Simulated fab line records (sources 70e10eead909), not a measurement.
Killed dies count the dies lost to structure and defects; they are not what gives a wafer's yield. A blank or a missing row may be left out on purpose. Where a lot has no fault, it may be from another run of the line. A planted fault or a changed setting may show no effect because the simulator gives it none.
Code-filled problem report in 8D (eight disciplines) form :: flow nand harc :: the parts of the form that need people (team, actions taken, sign-off) are left out

1. WHAT WENT WRONG
cd nm at NHARC_P_CONTACT_CD_MEAS_12 reads a mean of 111.0 nm on 9 wafers of 3 lots; wafers without a fault read 90.4 nm with a standard deviation of 0.7. Relative to the usual mean, that is a shift of +29 standard deviations.
The step: target cd 90 nm.
First seen on wafer L292.1, day 12 02:14, on cd sem-03. Wafers with a number at this step in the record: 45, from 15 lots. Rule for "out", or "out of limits": more than 4 standard deviations from the usual mean. The rest of the wafers with a number are treated as sound.

2. WHAT IT IS, WHAT IT ISN'T
question: which readings at this step
is: cd nm
is not: -

question: which lots
is: L292, L294, L295
is not: L277, L278, L279, L280, L281, L283, L285, L286, L296, L297, L298, L300

question: which wafers of those lots
is: all that have a number
is not: -

question: read on which gauges
is: cd sem-02, cd sem-03
is not: cd sem-01

question: when
is: from day 12 02:14
is not: up to then (24 sound wafers); but 12 sound wafers of L296, L297, L298, L300 came after

3. THE SUSPECTS, EACH WITH WHAT RULES IT OUT
Counting: any tool at a process step up to the reading is kept as a suspect provided that every lot that is out went through it and no sound lot did after the first of them.
- ruled out: the gauge at NHARC_P_CONTACT_CD_MEAS_12. 2 gauges (cd sem-02, cd sem-03) read the wafers that are out.
- arfi scanner-01 at NHARC_P_CONTACT_EXPOSE_09 (exposes mask P CA, target cd 90 nm): kept. All lots that are out passed through it, beginning with L292 at day 12 02:05, and no sound lot followed; its final sound lot before that point was L286 at day 9 17:23. Its own readings are out on those wafers: exposure dose mJ cm2.
Remaining after the count: arfi scanner-01 at NHARC_P_CONTACT_EXPOSE_09.

4. THE CAUSE (what the simulator had put in)
Process parameters drifting: arfi scanner-01 at NHARC_P_CONTACT_EXPOSE_09, beginning at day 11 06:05. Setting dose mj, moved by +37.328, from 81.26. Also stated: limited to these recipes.
Only this tool survived the counting.

5. SEQUENCE OF EFFECTS, ordered by route
Each row: a reading whose mean over the struck wafers that have a number lies more than 3 standard deviations from the usual. Only readings whose record carries a usual standard deviation are examined. hours: median over the lots of the time between each lot's start at the first step of this table that gives one and its start at this step. sigmas: the change, counted in usual standard deviations.
hours: 0
step: NHARC_P_CONTACT_EXPOSE_09
reading: exposure dose mJ cm2
usual: 81.22
on struck wafers: 113.39
change: +32.17
sigmas: +99 or more

hours: 0
step: NHARC_P_CONTACT_CD_MEAS_12
reading: cd nm
usual: 90.4 nm
on struck wafers: 111.0
change: +20.6
sigmas: +29
Process steps it contains:
- NHARC_P_CONTACT_EXPOSE_09: exposes mask P CA, target cd 90 nm.
At these later measuring or inspecting steps, every struck wafer for which the step has a row has a number for every such reading, and none has moved that far: NHARC_P_CONTACT_INSPECT_27.

6. HOW IT WOULD HAVE BEEN CAUGHT EARLIER
Counted from the fault's start at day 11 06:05, it took 20 hours until the first out-of-limits reading at a measuring or inspecting step in this record, taken at day 12 02:14.
Tool's own readings at NHARC_P_CONTACT_EXPOSE_09, exposure dose mJ cm2: out on all struck wafers the step has rows for; an alarm limit on them would have tripped on the first.
Lots out: 3; of these, L294, L295 started NHARC_P_CONTACT_EXPOSE_09 on arfi scanner-01 after day 12 02:14. A hold on the tool at that time would have spared those 2.
